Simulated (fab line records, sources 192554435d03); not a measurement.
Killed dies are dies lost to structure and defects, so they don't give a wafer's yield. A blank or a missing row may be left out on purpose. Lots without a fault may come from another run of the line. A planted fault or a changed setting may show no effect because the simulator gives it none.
Chamber matching | flow n5_finfet | N5_BEOL_M8_PECVD_70 on pecvd-01: 3 sister chambers
The step deposits SiO2 from TEOS/O2, target thk 20 nm, time 22.7 s. 3 wafers are shown with their chamber, then 11 later ones without.

WAFERS WITH THEIR CHAMBER
wafer  | chamber | throttle_valve_pct (%)
L090.6 | 0       | 22.6
L091.4 | 1       | 25.0
L092.2 | 2       | 20.6

WAFERS WITHOUT THEIR CHAMBER
wafer  | throttle_valve_pct (%)
L092.4 | 25.1
L092.6 | 22.4
L093.1 | 22.7
L093.5 | 20.6
L093.6 | 24.9
L094.2 | 22.7
L094.3 | 24.8
L094.5 | 25.0
L097.2 | 22.9
L097.3 | 20.5
L097.6 | 24.7

WHICH CHAMBER EACH WENT THROUGH
wafer  | from the rows above | in truth
L092.4 | 1                   | 1
L092.6 | 0                   | 0
L093.1 | 0                   | 0
L093.5 | 2                   | 2
L093.6 | 1                   | 1
L094.2 | 0                   | 0
L094.3 | 1                   | 1
L094.5 | 1                   | 1
L097.2 | 0                   | 0
L097.3 | 2                   | 2
L097.6 | 1                   | 1
Placed correctly: 11 of 11. Can't be placed from these rows: 0. Placed wrongly: 0.
How it was worked out, from the rows above alone: a wafer's distance from a chamber is the root of the sum, over the readings, of the square of ((its reading less the chamber's mean) divided by the reading's scatter). The wafer belongs to the nearest chamber; if the next one is less than 2 further off, it can't be placed. A chamber's mean is the mean of its shown wafers. The scatter: with one shown wafer a chamber, the root of the mean of the squares of how far each hidden wafer lies from its nearest shown one.
